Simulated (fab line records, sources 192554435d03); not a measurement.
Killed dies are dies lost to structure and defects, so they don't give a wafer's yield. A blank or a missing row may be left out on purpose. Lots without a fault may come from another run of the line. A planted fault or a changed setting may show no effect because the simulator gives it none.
A struck lot beside a sound one | flow n5_finfet | 15 steps out of a route of 1938
Sound: wafers L600.2, L600.3, L600.5. Struck: wafer L604.6. (L604.3, L604.4 of the same lot were not struck and are left out.) The cause comes at the end.
At each step with rows: each side's tool, then ch and its chambers, then its first start. Under that, the readings that differ: sound wafers | struck wafers | difference of the means | sigmas: that difference in standard deviations of wafers without a fault.
alike: readings whose means differ by less than 2 such deviations, and words and numbers that are the same on both sides. not compared: withheld readings, readings that some wafer has no value for, bounds like >300 that may hide the same value, and numbers for which the record gives no deviation and whose values overlap.
The two part at a step that has a row with sigmas, a row that says differs or no value, or rows on one side only. Numbers that don't overlap but have no deviation are shown without sigmas and don't part them. A reading that every wafer of one side lacks parts them only if that side has two wafers or more.

N5_HKMG_FIN_CMP_94: polishes, stops on SiNx, t overpolish 4.7 s, target thk 43.299 nm.
  sound on cmp-02 ch 0,3, day 5 00:58; struck on cmp-03 ch 3, day 6 03:23
  alike: motor_current_A, slurry_filter_dp_kPa
N5_HKMG_FIN_INSPECT_28: inspects for defects (darkfield).
  sound on defect_inspect-02, day 5 01:10; struck on defect_inspect-01, day 6 03:34
  alike: raw_defect_count
N5_GATE_CUT_ETCHBACK_00: etches W in SF6/Cl2.
  sound on rie_metal-01 ch 1, day 5 01:12; struck on rie_metal-03 ch 0, day 6 03:38
  alike: chamber_pressure_mTorr, drypump_motor_current_A, mfc_cl2_sccm, oes_product_au, rf_fwd_power_W, throttle_valve_pct
  not compared: rf_hours_counter_h
N5_GATE_CUT_ETCH_56: etches TiN in Cl2/Ar, target depth 21.6 nm.
  sound on rie_metal-01 ch 1, day 5 01:19; struck on rie_metal-03 ch 0, day 6 03:44
  alike: chamber_pressure_mTorr, drypump_motor_current_A, mfc_cl2_sccm, oes_product_au, rf_fwd_power_W, throttle_valve_pct
  not compared: rf_hours_counter_h
then, 2 steps without rows for these wafers: N5_GATE_CUT_ETCHBACK_30 (etches TiN in Cl2/Ar, target depth 3 nm); N5_GATE_CUT_VAPOR_ETCH_60 (etches HfO2 in BCl3/Cl2).
N5_GATE_CUT_ETCH_58: etches SiNx in CH3F/O2, target depth 17 nm, time 128.6 s.
  sound on rie_diel-03 ch 1,2, day 5 01:32; struck on rie_diel-01 ch 0, day 6 03:53
  reading                | sound             | struck | difference | sigmas
  oes_product_au (a.u.)  | 0.77 0.73 0.77    | 0.93   | +0.17      | +3
  throttle_valve_pct (%) | 16.50 16.57 16.49 | 15.99  | -0.53      | -2
  alike: O2_flow_sccm, chamber_pressure_mTorr, drypump_motor_current_A, rf_fwd_power_W, rf_vpp_V, showerhead_plenum_p_Torr
  not compared: rf_hours_counter_h
then, 3 steps without rows for these wafers: N5_GATE_CUT_STRIP_59 (strips in N2/H2, time 20 s); N5_GATE_CUT_PRECLEAN_31 (cleans in DIW, time 300 s); N5_GATE_CUT_SRD_32 (time 30 s).
N5_GATE_CUT_SAC_CAP_01: material SiNx, target thk 24 nm, pulse time 1 s, ald cycles 480.
  sound on ald_sin-03 ch 0,3, day 5 02:27; struck on ald_sin-01 ch 1, day 6 05:17
  alike: heater_power_w, precursor_pulse_height_rel
N5_GATE_CUT_PECVD_57: deposits SiNx from SiH4/NH3/N2, target thk 21 nm.
  sound on pecvd-04 ch 1,2, day 5 04:38; struck on pecvd-04 ch 1, day 6 06:23
  reading                                     | sound          | struck | difference | sigmas
  model.SiNx_of_GATE_CUT_PECVD_57.thk_nm (nm) | 20.8 20.8 20.8 | 7.6    | -13.2      |
  alike: heater_power_w, rf_fwd_power_W, showerhead_plenum_p_Torr, throttle_valve_pct
N5_GATE_CUT_CMP_02: polishes, stops on SiO2, t overpolish 12.7 s, target thk 0 nm.
  sound on cmp-03 ch 0,2,3, day 5 04:47; struck on cmp-04 ch 0, day 6 06:31
  reading                | sound          | struck | difference | sigmas
  time_to_endpoint_s (s) | 21.6 25.9 32.2 | 9.8    | -16.8      | -6
  alike: motor_current_A, slurry_filter_dp_kPa
-- the record jumps here: 4 days lie between the struck wafers' starts before and after (it left off in module GATE_CUT and takes up again in module BEOL_M4, whose first step shown is number 1111 of the route) --
N5_BEOL_M4_RC_MEAS_101:
  sound on prober-02 ch 0, day 8 17:55; struck on prober-02 ch 0, day 9 20:59
  reading        | sound          | struck | difference | sigmas
  DIBL_N (mV/V)  | 38.7 38.6 40.7 | 32.6   | -6.7       | -3
  IOFF_N (nA/um) | 0.22 0.20 0.24 | 0.13   | -0.09      | -2
  IOFF_P (nA/um) | 0.28 0.26 0.34 | 0.17   | -0.12      | -3
  ION_N (uA/um)  | 695 686 693    | 658    | -33        | -2
  ION_P (uA/um)  | 472 474 476    | 446    | -28        | -3
  VT_N (mV)      | 243 245 244    | 252    | +8         | +2
  VT_P (mV)      | -246 -244 -242 | -254   | -10        | -2
  alike: DIBL_P, SS_N, SS_P
-- the record jumps here: 4 days lie between the struck wafers' starts before and after (it left off in module BEOL_M4 and takes up again in module PASSIVATION, whose first step shown is number 1936 of the route) --
N5_PASSIVATION_PROBE_49:
  sound on prober-01, day 13 08:58; struck on prober-02, day 13 22:32
  alike: defect_limited_yield, killed_at_M0_to_M3, killed_at_M4_up, killed_at_contacts, killed_at_front_end, killed_at_other, killed_dies, killed_on_rim, killed_open, killed_short, sort_bin_5_function, sort_bin_6_memory, sort_bin_8_speed, sort_n_pass, sort_yield_pct

WHERE THEY PART
First at N5_GATE_CUT_ETCH_58; last, within this record, at N5_BEOL_M4_RC_MEAS_101. Later steps at which nothing parts them and some readings are alike: N5_PASSIVATION_PROBE_49.

WHY: what the simulator had put in
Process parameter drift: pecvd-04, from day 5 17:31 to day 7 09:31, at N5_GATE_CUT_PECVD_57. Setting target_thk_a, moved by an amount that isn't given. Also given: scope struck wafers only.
